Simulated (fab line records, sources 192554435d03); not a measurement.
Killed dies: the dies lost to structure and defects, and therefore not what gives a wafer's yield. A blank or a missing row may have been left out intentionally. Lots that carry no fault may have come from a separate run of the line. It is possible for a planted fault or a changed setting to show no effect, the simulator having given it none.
Matching of chambers || flow n5_finfet || N5_MOL_CONTACT_COAG_ETCH_105 on rie_diel-06: 4 sister chambers
The step etches SiARC in CF4, target depth 15.6 nm, time 26 s. 22 wafers are shown with their chamber, then 11 later ones without.

## WAFERS WITH THEIR CHAMBER
{"wafer": "L074.1", "chamber": 0, "showerhead_plenum_p_Torr (Torr)": 2.09, "drypump_motor_current_A (A)": 5.9, "throttle_valve_pct (%)": 15.33}
{"wafer": "L074.4", "chamber": 3, "showerhead_plenum_p_Torr (Torr)": 2.24, "drypump_motor_current_A (A)": 5.2, "throttle_valve_pct (%)": 16.03}
{"wafer": "L074.6", "chamber": 3, "showerhead_plenum_p_Torr (Torr)": 2.24, "drypump_motor_current_A (A)": 5.1, "throttle_valve_pct (%)": 16.02}
{"wafer": "L075.2", "chamber": 3, "showerhead_plenum_p_Torr (Torr)": 2.24, "drypump_motor_current_A (A)": 5.1, "throttle_valve_pct (%)": 16.03}
{"wafer": "L075.4", "chamber": 0, "showerhead_plenum_p_Torr (Torr)": 2.09, "drypump_motor_current_A (A)": 5.9, "throttle_valve_pct (%)": 15.34}
{"wafer": "L075.5", "chamber": 0, "showerhead_plenum_p_Torr (Torr)": 2.09, "drypump_motor_current_A (A)": 5.9, "throttle_valve_pct (%)": 15.34}
{"wafer": "L079.1", "chamber": 1, "showerhead_plenum_p_Torr (Torr)": 2.19, "drypump_motor_current_A (A)": 5.6, "throttle_valve_pct (%)": 15.98}
{"wafer": "L079.4", "chamber": 3, "showerhead_plenum_p_Torr (Torr)": 2.24, "drypump_motor_current_A (A)": 5.1, "throttle_valve_pct (%)": 16.02}
{"wafer": "L079.6", "chamber": 0, "showerhead_plenum_p_Torr (Torr)": 2.09, "drypump_motor_current_A (A)": 5.9, "throttle_valve_pct (%)": 15.36}
{"wafer": "L080.2", "chamber": 3, "showerhead_plenum_p_Torr (Torr)": 2.24, "drypump_motor_current_A (A)": 5.1, "throttle_valve_pct (%)": 16.04}
{"wafer": "L080.3", "chamber": 0, "showerhead_plenum_p_Torr (Torr)": 2.09, "drypump_motor_current_A (A)": 5.9, "throttle_valve_pct (%)": 15.37}
{"wafer": "L080.4", "chamber": 1, "showerhead_plenum_p_Torr (Torr)": 2.19, "drypump_motor_current_A (A)": 5.6, "throttle_valve_pct (%)": 15.99}
{"wafer": "L081.3", "chamber": 2, "showerhead_plenum_p_Torr (Torr)": 2.16, "drypump_motor_current_A (A)": 5.5, "throttle_valve_pct (%)": 15.56}
{"wafer": "L081.4", "chamber": 1, "showerhead_plenum_p_Torr (Torr)": 2.19, "drypump_motor_current_A (A)": 5.6, "throttle_valve_pct (%)": 15.99}
{"wafer": "L081.6", "chamber": 3, "showerhead_plenum_p_Torr (Torr)": 2.24, "drypump_motor_current_A (A)": 5.1, "throttle_valve_pct (%)": 16.04}
{"wafer": "L084.1", "chamber": 3, "showerhead_plenum_p_Torr (Torr)": 2.24, "drypump_motor_current_A (A)": 5.1, "throttle_valve_pct (%)": 16.07}
{"wafer": "L084.3", "chamber": 0, "showerhead_plenum_p_Torr (Torr)": 2.09, "drypump_motor_current_A (A)": 5.9, "throttle_valve_pct (%)": 15.38}
{"wafer": "L084.5", "chamber": 1, "showerhead_plenum_p_Torr (Torr)": 2.19, "drypump_motor_current_A (A)": 5.6, "throttle_valve_pct (%)": 15.98}
{"wafer": "L092.2", "chamber": 1, "showerhead_plenum_p_Torr (Torr)": 2.19, "drypump_motor_current_A (A)": 5.7, "throttle_valve_pct (%)": 16.01}
{"wafer": "L092.4", "chamber": 2, "showerhead_plenum_p_Torr (Torr)": 2.16, "drypump_motor_current_A (A)": 5.5, "throttle_valve_pct (%)": 15.58}
{"wafer": "L092.5", "chamber": 0, "showerhead_plenum_p_Torr (Torr)": 2.08, "drypump_motor_current_A (A)": 5.9, "throttle_valve_pct (%)": 15.41}
{"wafer": "L076.2", "chamber": 3, "showerhead_plenum_p_Torr (Torr)": 2.23, "drypump_motor_current_A (A)": 5.1, "throttle_valve_pct (%)": 16.12}

SIGNATURES (means of the wafers above)
{"reading": "showerhead_plenum_p_Torr", "chamber 0": 2.0886, "chamber 1": 2.1900, "chamber 2": 2.1600, "chamber 3": 2.2388, "scatter within a chamber": 0.0031}
{"reading": "drypump_motor_current_A", "chamber 0": 5.900, "chamber 1": 5.620, "chamber 2": 5.500, "chamber 3": 5.112, "scatter within a chamber": 0.0305}
{"reading": "throttle_valve_pct", "chamber 0": 15.3614, "chamber 1": 15.9900, "chamber 2": 15.5700, "chamber 3": 16.0463, "scatter within a chamber": 0.0274}
Rule: for a wafer and a chamber, the distance is found by dividing, reading by reading, the gap between the wafer's reading and the chamber's mean by the reading's scatter, squaring, summing and taking the root. The wafer belongs to the nearest chamber; if the next one is less than 2 further off, it can't be placed. The scatter: the root of (the sum of the squares of (reading less its chamber's mean) over the shown wafers, divided by (wafers less chambers)).

## WAFERS WITH NO CHAMBER GIVEN
{"wafer": "L076.3", "showerhead_plenum_p_Torr (Torr)": 2.08, "drypump_motor_current_A (A)": 5.9, "throttle_valve_pct (%)": 15.43}
{"wafer": "L076.5", "showerhead_plenum_p_Torr (Torr)": 2.23, "drypump_motor_current_A (A)": 5.1, "throttle_valve_pct (%)": 16.10}
{"wafer": "L095.1", "showerhead_plenum_p_Torr (Torr)": 2.18, "drypump_motor_current_A (A)": 5.6, "throttle_valve_pct (%)": 16.04}
{"wafer": "L095.3", "showerhead_plenum_p_Torr (Torr)": 2.16, "drypump_motor_current_A (A)": 5.5, "throttle_valve_pct (%)": 15.61}
{"wafer": "L095.6", "showerhead_plenum_p_Torr (Torr)": 2.18, "drypump_motor_current_A (A)": 5.7, "throttle_valve_pct (%)": 16.05}
{"wafer": "L097.1", "showerhead_plenum_p_Torr (Torr)": 2.15, "drypump_motor_current_A (A)": 5.5, "throttle_valve_pct (%)": 15.61}
{"wafer": "L097.3", "showerhead_plenum_p_Torr (Torr)": 2.18, "drypump_motor_current_A (A)": 5.6, "throttle_valve_pct (%)": 16.04}
{"wafer": "L097.6", "showerhead_plenum_p_Torr (Torr)": 2.15, "drypump_motor_current_A (A)": 5.5, "throttle_valve_pct (%)": 15.61}
{"wafer": "L096.1", "showerhead_plenum_p_Torr (Torr)": 2.08, "drypump_motor_current_A (A)": 5.9, "throttle_valve_pct (%)": 15.43}
{"wafer": "L096.3", "showerhead_plenum_p_Torr (Torr)": 2.23, "drypump_motor_current_A (A)": 5.1, "throttle_valve_pct (%)": 16.12}
{"wafer": "L096.4", "showerhead_plenum_p_Torr (Torr)": 2.18, "drypump_motor_current_A (A)": 5.6, "throttle_valve_pct (%)": 16.04}

## THE CHAMBER EACH PASSED THROUGH
{"wafer": "L076.3", "from the rows above": 0, "in truth": 0}
{"wafer": "L076.5", "from the rows above": 3, "in truth": 3}
{"wafer": "L095.1", "from the rows above": 1, "in truth": 1}
{"wafer": "L095.3", "from the rows above": 2, "in truth": 2}
{"wafer": "L095.6", "from the rows above": 1, "in truth": 1}
{"wafer": "L097.1", "from the rows above": 2, "in truth": 2}
{"wafer": "L097.3", "from the rows above": 1, "in truth": 1}
{"wafer": "L097.6", "from the rows above": 2, "in truth": 2}
{"wafer": "L096.1", "from the rows above": 0, "in truth": 0}
{"wafer": "L096.3", "from the rows above": 3, "in truth": 3}
{"wafer": "L096.4", "from the rows above": 1, "in truth": 1}
11 of 11 placed correctly. Can't be placed from these rows: 0. Number placed wrongly: 0.
